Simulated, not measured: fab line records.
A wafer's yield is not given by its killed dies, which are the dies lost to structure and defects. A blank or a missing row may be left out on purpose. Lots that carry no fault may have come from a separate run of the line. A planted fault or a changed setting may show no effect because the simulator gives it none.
Which of the tools did it? + flow nandHarc + Sampling: 12 lots, 36 wafers, 7 of 1159 route steps

## WHAT EACH GAUGE READ, for each wafer
NHARC_P_STI_OCD_MEAS_17. Usual: trenchDepthNm 300 nm, standard deviation 3.6; trenchFootCdNm 158.6 nm, standard deviation 2.5.
| lot  | measured    | on     | trenchDepthNm (nm) | trenchFootCdNm (nm) | flag |
|------|-------------|--------|--------------------|---------------------|------|
| L821 | day 2 13:05 | ocd-02 | 299 300 300        | 163.2 158.5 157.9   |      |
| L825 | day 3 13:39 | ocd-02 | 301 303 298        | 157.9 158.5 162.3   |      |
| L828 | day 4 05:54 | ocd-01 | 294 302 302        | 164.6 156.8 161.9   |      |
| L829 | day 4 15:04 | ocd-02 | 299 301 297        | 155.6 160.3 158.3   |      |
| L830 | day 4 15:12 | ocd-01 | 302 298 298        | 155.2 155.6 154.5   |      |
| L831 | day 5 00:49 | ocd-01 | 303 299 300        | 162.6 160.8 157.3   |      |
| L833 | day 5 11:35 | ocd-01 | 294 299 301        | 159.8 158.4 164.5   |      |
| L836 | day 6 09:25 | ocd-02 | 309 302 302        | 154.3 156.0 157.6   |      |
| L837 | day 6 09:32 | ocd-02 | 293 301 296        | 159.9 159.0 159.2   |      |
| L838 | day 6 19:43 | ocd-02 | 294 298 290        | 157.0 158.4 158.9   |      |
| L843 | day 8 03:02 | ocd-01 | 293 290 298        | 160.0 161.5 158.0   |      |
| L844 | day 8 08:36 | ocd-01 | 296 296 295        | 158.9 158.7 157.7   |      |

NHARC_P_GATE_INSPECT_28. Usual: rawDefectCount at 6, with a standard deviation of 3.2.
| lot  | measured     | on               | rawDefectCount | flag |
|------|--------------|------------------|----------------|------|
| L821 | day 4 19:46  | defectInspect-01 | 4 10 5         |      |
| L825 | day 5 21:08  | defectInspect-01 | 7 3 9          |      |
| L828 | day 6 04:20  | defectInspect-02 | 4 5 5          |      |
| L829 | day 6 21:11  | defectInspect-01 | 11 4 12        |      |
| L830 | day 6 21:09  | defectInspect-02 | 5 12 4         |      |
| L831 | day 7 07:09  | defectInspect-02 | 7 8 2          |      |
| L833 | day 7 22:17  | defectInspect-01 | 13 7 3         |      |
| L836 | day 8 15:37  | defectInspect-02 | 891 893 895    | OFF  |
| L837 | day 8 16:16  | defectInspect-02 | 798 809 842    | OFF  |
| L838 | day 9 00:55  | defectInspect-01 | 9 8 13         |      |
| L843 | day 10 06:00 | defectInspect-01 | 2 7 11         |      |
| L844 | day 10 17:22 | defectInspect-02 | 6 8 3          |      |

NHARC_P_GATE_INSPECT_68. Usual: rawDefectCount at 202, with a standard deviation of 64.
| lot  | measured     | on               | rawDefectCount | flag |
|------|--------------|------------------|----------------|------|
| L821 | day 5 14:58  | defectInspect-02 | 197 213 164    |      |
| L825 | day 6 15:22  | defectInspect-02 | 146 222 199    |      |
| L828 | day 6 22:53  | defectInspect-01 | 149 197 101    |      |
| L829 | day 7 16:11  | defectInspect-01 | 181 555 209    |      |
| L830 | day 7 15:52  | defectInspect-01 | 203 259 285    |      |
| L831 | day 8 01:55  | defectInspect-01 | 221 209 196    |      |
| L833 | day 8 16:56  | defectInspect-02 | 206 90 128     |      |
| L836 | day 9 10:16  | defectInspect-02 | 1100 1031 1055 | OFF  |
| L837 | day 9 11:02  | defectInspect-01 | 1077 1027 1177 | OFF  |
| L838 | day 9 19:28  | defectInspect-02 | 264 182 196    |      |
| L843 | day 11 00:23 | defectInspect-01 | 146 162 205    |      |
| L844 | day 11 14:32 | defectInspect-01 | 310 279 169    |      |

NHARC_END_SORT_01. Usual: killedAtArray 29, standard deviation 11; killedAtOther 0.5, standard deviation 0.8; killedAtPeriphery 3.5, standard deviation 2.8; killedDies 33, standard deviation 12; killedOpen 3.1, standard deviation 1.8; killedShort 1.8, standard deviation 1.4.
| lot  | measured     | on        | killedAtArray | killedAtOther | killedAtPeriphery | killedDies | killedOpen | killedShort | flag |
|------|--------------|-----------|---------------|---------------|-------------------|------------|------------|-------------|------|
| L836 | day 23 22:25 | prober-02 | 31 33 39      | 0 0 0         | 70 66 66          | 101 99 105 | 2 2 3      | 0 0 1       | OFF  |
| L837 | day 23 14:38 | prober-02 | 33 32 32      | 0 0 1         | 63 64 69          | 96 96 102  | 10 1 6     | 3 2 1       | OFF  |

## WHICH TOOL RAN EACH LOT (tool, then ch and the chambers of the sampled wafers, then the start)
| lot  | NHARC_P_STI_CMP_21           | NHARC_P_GATE_HM_DEP_102      | NHARC_P_GATE_STRIP_101           |
|------|------------------------------|------------------------------|----------------------------------|
| L821 | cmp-02 ch 0,1,3, day 3 11:34 | aclDep-01 ch 0, day 4 18:16  | rieDiel-03 ch 0,1, day 5 07:13   |
| L825 | cmp-02 ch 1,2,3, day 4 09:43 | aclDep-03 ch 0, day 5 19:39  | rieDiel-10 ch 0,1, day 6 08:08   |
| L828 | cmp-03 ch 0,2,3, day 4 22:10 | aclDep-03 ch 0, day 6 03:00  | rieDiel-03 ch 0,1,3, day 6 15:19 |
| L829 | cmp-02 ch 0,1,3, day 5 09:59 | aclDep-01 ch 0, day 6 19:47  | rieDiel-03 ch 2,3, day 7 08:35   |
| L830 | cmp-03 ch 1,3, day 5 09:56   | aclDep-01 ch 0, day 6 19:03  | rieDiel-03 ch 0,1, day 7 08:10   |
| L831 | cmp-03 ch 0,1,3, day 5 22:38 | aclDep-01 ch 0, day 7 05:41  | rieDiel-06 ch 0,2,3, day 7 18:11 |
| L833 | cmp-02 ch 0,1,2, day 6 15:58 | aclDep-02 ch 0, day 7 20:51  | rieDiel-03 ch 0,2,3, day 8 09:19 |
| L836 | cmp-04 ch 2,3, day 7 07:52   | aclDep-03 ch 0, day 8 14:10  | rieDiel-10 ch 0,1,3, day 9 02:38 |
| L837 | cmp-02 ch 1,2,3, day 7 07:52 | aclDep-03 ch 0, day 8 14:47  | rieDiel-10 ch 2,3, day 9 03:11   |
| L838 | cmp-02 ch 0,1, day 7 15:19   | aclDep-01 ch 0, day 8 23:53  | rieDiel-06 ch 2,3, day 9 11:56   |
| L843 | cmp-02 ch 2,3, day 8 21:59   | aclDep-02 ch 0, day 10 04:58 | rieDiel-03 ch 0,1, day 10 17:02  |
| L844 | cmp-04 ch 1,2, day 9 06:13   | aclDep-01 ch 0, day 10 16:00 | rieDiel-03 ch 0,1, day 11 06:36  |
- NHARC_P_STI_CMP_21: polishes, t overpolish 20 s, target thk 380.67 nm.
- NHARC_P_GATE_HM_DEP_102: deposits aC, target thk 120 nm.
- NHARC_P_GATE_STRIP_101: strips in O2, time 20 s.

## AS READ BY THE TOOLS THEMSELVES (means over the sampled wafers that have a number; for cases with no such wafer, the mark the record gives instead)
NHARC_P_STI_CMP_21. Usual: motorCurrentA 11.6 A, standard deviation 1.2; overpolishRunS 20.000 s, standard deviation 0.0087.
| lot  | tool   | motorCurrentA (A) | overpolishRunS (s) | flag |
|------|--------|-------------------|--------------------|------|
| L821 | cmp-02 | 11.4              | 19.999             |      |
| L825 | cmp-02 | 11.3              | 19.992             |      |
| L828 | cmp-03 | 12.1              | 20.005             |      |
| L829 | cmp-02 | 11.3              | 19.991             |      |
| L830 | cmp-03 | 12.8              | 20.002             |      |
| L831 | cmp-03 | 12.5              | 20.007             |      |
| L833 | cmp-02 | 11.3              | 20.007             |      |
| L836 | cmp-04 | 11.5              | 19.998             |      |
| L837 | cmp-02 | 11.6              | 20.000             |      |
| L838 | cmp-02 | 10.8              | 19.998             |      |
| L843 | cmp-02 | 12.0              | 20.002             |      |
| L844 | cmp-04 | 11.8              | 19.999             |      |

NHARC_P_GATE_HM_DEP_102. Usual: throttleValvePct at 35.000 %, with a standard deviation of 0.0092.
| lot  | tool      | throttleValvePct (%) | flag |
|------|-----------|----------------------|------|
| L821 | aclDep-01 | 34.996               |      |
| L825 | aclDep-03 | 35.001               |      |
| L828 | aclDep-03 | 35.001               |      |
| L829 | aclDep-01 | 34.998               |      |
| L830 | aclDep-01 | 35.012               |      |
| L831 | aclDep-01 | 35.000               |      |
| L833 | aclDep-02 | 35.007               |      |
| L836 | aclDep-03 | 35.000               |      |
| L837 | aclDep-03 | 35.006               |      |
| L838 | aclDep-01 | 34.999               |      |
| L843 | aclDep-02 | 35.000               |      |
| L844 | aclDep-01 | 35.003               |      |

NHARC_P_GATE_STRIP_101. Usual: drypumpMotorCurrentA 5.9 A, standard deviation 0.46; o2FlowSccm 499.8 sccm, standard deviation 1.4; oesProductAu 0.997 a.u., standard deviation 0.011; rfVppV 57.8 V, standard deviation 0.83; showerheadPlenumPTorr 3.54 Torr, standard deviation 0.12; throttleValvePct 17.038 %, standard deviation 0.0091.
| lot  | tool       | drypumpMotorCurrentA (A) | o2FlowSccm (sccm) | oesProductAu (a.u.) | rfVppV (V) | showerheadPlenumPTorr (Torr) | throttleValvePct (%) | flag |
|------|------------|--------------------------|-------------------|---------------------|------------|------------------------------|----------------------|------|
| L821 | rieDiel-03 | 6.1                      | 501.5             | 1.008               | 57.4       | 3.45                         | 17.043               |      |
| L825 | rieDiel-10 | 6.3                      | 499.8             | 1.003               | 57.7       | 3.52                         | 17.040               |      |
| L828 | rieDiel-03 | 6.0                      | 500.2             | 0.992               | 57.5       | 3.48                         | 17.033               |      |
| L829 | rieDiel-03 | 5.7                      | 500.4             | 0.984               | 57.9       | 3.70                         | 17.037               |      |
| L830 | rieDiel-03 | 6.2                      | 498.4             | 0.996               | 57.5       | 3.45                         | 17.034               |      |
| L831 | rieDiel-06 | 5.9                      | 499.9             | 1.004               | 58.5       | 3.57                         | 17.036               |      |
| L833 | rieDiel-03 | 5.9                      | 499.3             | 0.995               | 57.7       | 3.61                         | 17.038               |      |
| L836 | rieDiel-10 | 5.8                      | 500.3             | 1.001               | 58.5       | 3.50                         | 17.034               |      |
| L837 | rieDiel-10 | 5.9                      | 499.4             | 1.010               | 57.0       | 3.55                         | 17.050               |      |
| L838 | rieDiel-06 | 5.9                      | 500.8             | 0.997               | 59.1       | 3.56                         | 17.035               |      |
| L843 | rieDiel-03 | 6.0                      | 499.1             | 0.999               | 57.4       | 3.40                         | 17.035               |      |
| L844 | rieDiel-03 | 6.2                      | 501.0             | 0.999               | 57.1       | 3.44                         | 17.043               |      |

## THE ANSWER, worked out from the rows above alone
Rule: take the mean of a lot's wafers that have a number; if it is more than 3 standard deviations from the usual mean, the lot is off. A lot without any number at a reading at which 4 lots or more have one is off too. The other lots that the step has rows for count as sound. Order of review: gauges by route order, followed by the tools' own readings, for which a lot's mean as printed above is used. The first step at which some lot is off is used, and at that step the reading that is off furthest; a lot without a number counts as furthest.
Off: L836, L837, at NHARC_P_GATE_INSPECT_28 (rawDefectCount).
If a tool, at a process step before that reading, ran all the lots that are off and no sound lot after the first of them, it fits. Not tried: the gauges at NHARC_P_GATE_INSPECT_28; whatever is off there is also off at NHARC_END_SORT_01, on other tools, and gauge error can't account for it. One fits: NHARC_P_GATE_HM_DEP_102 on aclDep-03. Its last sound lot is L828 (day 6 03:00), its first lot that is off L836 (day 8 14:10): a fault that began between those two fits.

## WHAT THE SIMULATOR PUT IN
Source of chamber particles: aclDep-03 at NHARC_P_GATE_HM_DEP_102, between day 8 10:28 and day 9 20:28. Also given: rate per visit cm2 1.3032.
Struck lots among those shown: L836, L837. Same finding as the rule above.
